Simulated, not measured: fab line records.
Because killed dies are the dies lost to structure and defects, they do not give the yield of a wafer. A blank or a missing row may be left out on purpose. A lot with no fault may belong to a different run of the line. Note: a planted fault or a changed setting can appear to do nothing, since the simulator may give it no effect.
A lot that was struck, set against a sound lot || flow n5_finfet || 16 out of 1938 route steps
Sound: wafers L812.1, L812.2, L812.3. Wafers L816.4, L816.5, L816.6 were the ones struck. The cause is given at the end.
For every step that has rows: the tool of each side, followed by ch and its chambers, followed by its first start. Under that, the readings that differ: sound wafers || struck wafers || difference of the means || sigmas: that difference in standard deviations of wafers without a fault.
alike: readings whose means differ by less than 2 such deviations, and words and numbers that are the same on both sides. not compared: withheld readings, readings that some wafer has no value for, bounds like >300 that may hide the same value, and numbers for which the record gives no deviation and whose values overlap.
A row with sigmas, a row that says differs or no value, or rows on one side alone: a step with any of these is where the two part. When numbers do not overlap yet have no deviation, they are printed without sigmas and do not part them. Lack of a reading on every wafer of one side parts them only where that side has two or more wafers.

first, 9 steps without rows for these wafers: N5_FIN_CUT_DEVELOP_07 (develop time 30 s); N5_FIN_CUT_DESCUM_13 (chemistry O2, time 7 s); N5_FIN_CUT_ETCH_30 (etches underlayer in N2/H2, target depth 13 nm, time 10.4 s); N5_FIN_CUT_ETCH_20 (etches SiARC in CF4, target depth 26 nm, time 43.3 s); N5_FIN_CUT_ETCH_21 (etches SOC in N2/H2, target depth 219 nm, overetch 43.8 nm, time 523.5 s); N5_FIN_CUT_STRIP_23 (strips in N2/H2); N5_FIN_CUT_STRIP_31 (strips in N2/H2); N5_FIN_CUT_STRIP_24 (strips in CF4); N5_FIN_CUT_CUT_ETCH_26 (etches SiNx in CH3F/O2, target depth 39 nm, time 55.7 s).
N5_FIN_CUT_CUT_ETCH_27: etches SiO2 in CHF3/O2, target depth 4 nm, overetch 2 nm, time 4.9 s.
  sound on rie_diel-03 ch 0,2,3, day 4 09:47; struck on rie_diel-02 ch 2,3, day 5 11:08
  no value came back on the struck wafers for any of 8 readings (CHF3_flow_sccm (sccm), O2_flow_sccm (sccm) and others); on the sound wafers CHF3_flow_sccm (sccm) reads 50.19 50.04 50.01
{"reading": "model.SOC_of_FIN_CUT_COAT_18.thk_nm (nm)", "sound": "205.8 206.2 206.2", "struck": "211.6 212.2 212.2", "difference": "+5.9", "sigmas": ""}
then, 2 steps without rows for these wafers: N5_FIN_CUT_PRECLEAN_35 (cleans in vHF, time 13.3 s); N5_FIN_CUT_CUT_ETCH_15 (etches Si in HBr/Cl2/O2, target depth 100 nm, bt time 10 s, time 42.4 s).
N5_FIN_CUT_CUT_ETCH_28: etches Si in HBr/Cl2/O2, target depth 6 nm, time 2.4 s.
  sound on rie_si-02 ch 1,2,3, day 4 10:00; struck on rie_si-04 ch 0,2,3, day 5 11:20
{"reading": "model.SOC_of_FIN_CUT_COAT_18.thk_nm (nm)", "sound": "166.8 166.8 166.8", "struck": "172.6 172.8 173.2", "difference": "+6.1", "sigmas": ""}
  alike: HBr_flow_sccm, O2_flow_sccm, drypump_motor_current_A, oes_product_au, throttle_valve_pct
  not compared: rf_hours_counter_h
then, 1 step without rows for these wafers: N5_FIN_CUT_STRIP_22 (strips in N2/H2).
N5_BEOL_M4_RC_MEAS_101:
  the record has rows for the sound wafers here (prober-01 ch 0, day 10 14:05) and none for the struck ones
-- a jump in the record: the struck wafers' starts before and after are 11 days apart (it breaks off in module BEOL_M4 and resumes in module PASSIVATION, where the first step shown is number 1936 of the route) --
N5_PASSIVATION_PROBE_49:
  sound: prober-02 at day 15 13:43; struck: prober-02 at day 16 14:11
{"reading": "killed_at_front_end", "sound": "46 42 41", "struck": "1113 1123 1115", "difference": "+1074", "sigmas": "+90"}
{"reading": "killed_dies", "sound": "101 88 99", "struck": "1180 1180 1180", "difference": "+1084", "sigmas": "+60"}
{"reading": "killed_on_rim", "sound": "18 11 5", "struck": "152 152 152", "difference": "+141", "sigmas": "+31"}
  alike: killed_at_M0_to_M3, killed_at_M4_up, killed_at_contacts, killed_at_other, killed_open, killed_short

WHERE THEY PART
Last at N5_PASSIVATION_PROBE_49 as far as this record goes, first at N5_FIN_CUT_CUT_ETCH_27.

WHY: whatever the simulator had introduced
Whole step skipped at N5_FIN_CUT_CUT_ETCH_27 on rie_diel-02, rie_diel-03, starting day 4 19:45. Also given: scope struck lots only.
